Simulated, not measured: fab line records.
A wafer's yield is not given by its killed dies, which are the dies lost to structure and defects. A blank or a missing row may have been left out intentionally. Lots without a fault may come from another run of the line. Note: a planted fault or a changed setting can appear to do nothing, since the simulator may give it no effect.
A struck lot beside a sound one ; flow n5 finfet ; 37 out of 1938 route steps
Sound: wafers L857.2, L857.4, L857.5. Struck: wafers L871.1, L871.4 (left out: L871.5, a lot-mate that was not struck); the cause follows at the end.
Per side, at each step with rows, come the tool, then ch with its chambers, and then its first start. Under that, the readings that differ: sound wafers ; struck wafers ; difference of the means ; sigmas: that difference in standard deviations of wafers without a fault.
alike: readings whose means differ by less than 2 such deviations, and words and numbers that are the same on both sides. not compared: withheld readings, readings that some wafer has no value for, bounds like >300 that may hide the same value, and numbers for which the record gives no deviation and whose values overlap.
The two part at a step that has a row with sigmas, a row that says differs or no value, or rows on one side only. Numbers that don't overlap but have no deviation are shown without sigmas and don't part them. Lack of a reading on every wafer of one side parts them only where that side has two or more wafers.

first, 9 steps without rows for these wafers: N5_BEOL_M4_ANNEAL_95 (time 240 s); N5_BEOL_M4_SPUTTER_96 (material Cu, target thk 4.5 nm, time 8.29 s); N5_BEOL_M4_ECD_50 (material Cu, target thk 300 nm); N5_BEOL_M4_ANNEAL_51 (time 90 s); N5_BEOL_M4_CMP_52 (polishes, stops on SiOC, t overpolish 6.8 s, target thk 40 nm); N5_BEOL_M4_PRE_CLEAN_60 (time 15 s); N5_BEOL_M4_CO_CAP_55 (material Co, precursor CCTBA/H2, target thk 2 nm, time 102.1 s); N5_BEOL_M4_PRE_CLEAN_56 (time 15 s); N5_BEOL_M4_DEP_57 (deposits SiCN from 3MS/NH3, target thk 8 nm, time 14 s).
N5_BEOL_M4_RC_MEAS_101:
  sound on prober-02 ch 0, day 10 16:28; struck on prober-01 ch 0, day 13 16:36
  alike: DIBL_N, DIBL_P, IOFF_N, IOFF_P, ION_N, ION_P, SS_N, SS_P, VT_N, VT_P
N5_BEOL_M5_ILD_DEP_00: deposits SiCOH lowk from DEMS/porogen, target thk 140.64 nm, time 25.9 s.
  sound on pecvd-04 ch 0,2, day 10 17:16; struck on pecvd-02 ch 0,1, day 13 17:34
reading;sound;struck;difference;sigmas
model.SiCOH_lowk_of_BEOL_M5_ILD_DEP_00.thk nm (nm);140 139.8 142.8;67.6 69.6;-72.3;
  alike: heater power w, showerhead plenum p Torr, throttle valve pct
then, 1 step without rows for these wafers: N5_BEOL_M5_CURE_79 (cures SiCOH lowk, time 240 s).
N5_BEOL_M5_THK_MEAS_01:
  struck on film metro-02, day 13 18:44; sound on film metro-01, day 10 17:55
reading;sound;struck;difference;sigmas
M5_ILD_THK (nm);120.5 120.3 122.9;57.9 59.6;-62.5;-37
then, 22 steps without rows for these wafers: N5_BEOL_M5_PECVD_70 (deposits SiO2 from TEOS/O2, target thk 16 nm, time 18 s); N5_BEOL_M5_HM_DEP_02 (deposits TiN, target thk 20 nm); N5_BEOL_M5_COAT_59 (time 60 s, resist thk 60 nm); N5_BEOL_M5_COAT_60 (time 60 s, resist thk 12 nm); N5_BEOL_M5_COAT_71 (time 60 s, resist thk 5 nm); N5_BEOL_M5_COAT_05 (resist thk 30 nm); N5_BEOL_M5_EBR_07; N5_BEOL_M5_SOFTBAKE_06 (time 60 s); N5_BEOL_M5_EXPOSE_08 (exposes mask M5, target cd 28 nm); N5_BEOL_M5_PEB_09 (peb time 60 s); N5_BEOL_M5_DEVELOP_10 (develop time 30 s); N5_BEOL_M5_DESCUM_16 (chemistry O2, time 7 s); N5_BEOL_M5_ETCH_72 (etches underlayer in N2/H2, target depth 6.5 nm, time 5.2 s); N5_BEOL_M5_ETCH_61 (etches SiARC in CF4, target depth 15.6 nm, time 26 s); N5_BEOL_M5_ETCH_62 (etches SOC in N2/H2, target depth 75 nm, overetch 15 nm, time 112.5 s); N5_BEOL_M5_STRIP_63 (strips in N2/H2); N5_BEOL_M5_STRIP_73 (strips in N2/H2); N5_BEOL_M5_STRIP_64 (strips in CF4); N5_BEOL_M5_HM_OPEN_17 (chemistry Cl2/BCl3, target TiN, target depth 20 nm, overetch 6 nm); N5_BEOL_M5_STRIP_19 (strips in O2); N5_BEOL_M5_COAT_65 (time 60 s, resist thk 60 nm); N5_BEOL_M5_COAT_66 (time 60 s, resist thk 12 nm).
N5_BEOL_M5_CMP_52: polishes, stops on SiCOH lowk, t overpolish 6.9 s, target thk 62 nm.
  sound on cmp-04 ch 1,2, day 11 05:30; struck on cmp-03 ch 0,1, day 14 12:16
reading;sound;struck;difference;sigmas
model.SiCOH_lowk_of_BEOL_M5_ILD_DEP_00.thk nm (nm);117.4 117.2 120;54.8 56.6;-62.5;
  alike: motor current A, retaining ring pressure frac
-- a jump in the record: the struck wafers' starts before and after are 4 days apart (it breaks off in module BEOL_M5 and resumes in module PASSIVATION, where the first step shown is number 1936 of the route) --
N5_PASSIVATION_PROBE_49:
  struck on prober-02, day 18 04:50; sound on prober-01, day 14 22:02
reading;sound;struck;difference;sigmas
defect limited yield (%);91.7 92.2 90.1;0.2 0;-91.2;-65
killed_at_M4_up;12 23 25;1095 1114;+1084;+99 or more
killed dies;98 92 117;1178 1180;+1077;+63
killed on rim;15 8 17;152 152;+139;+40
sort n pass;1082 1088 1063;2 0;-1077;-63
sort yield pct (%);91.7 92.2 90.1;0.2 0;-91.2;-65
  alike: killed_at_M0_to_M3, killed at contacts, killed at front end, killed at other, killed open, killed short, sort_bin_5_function, sort_bin_6_memory

## WHERE THEY PART
Last at N5_PASSIVATION_PROBE_49 as far as this record goes, first at N5_BEOL_M5_THK_MEAS_01.

WHY: the cause the simulator had injected
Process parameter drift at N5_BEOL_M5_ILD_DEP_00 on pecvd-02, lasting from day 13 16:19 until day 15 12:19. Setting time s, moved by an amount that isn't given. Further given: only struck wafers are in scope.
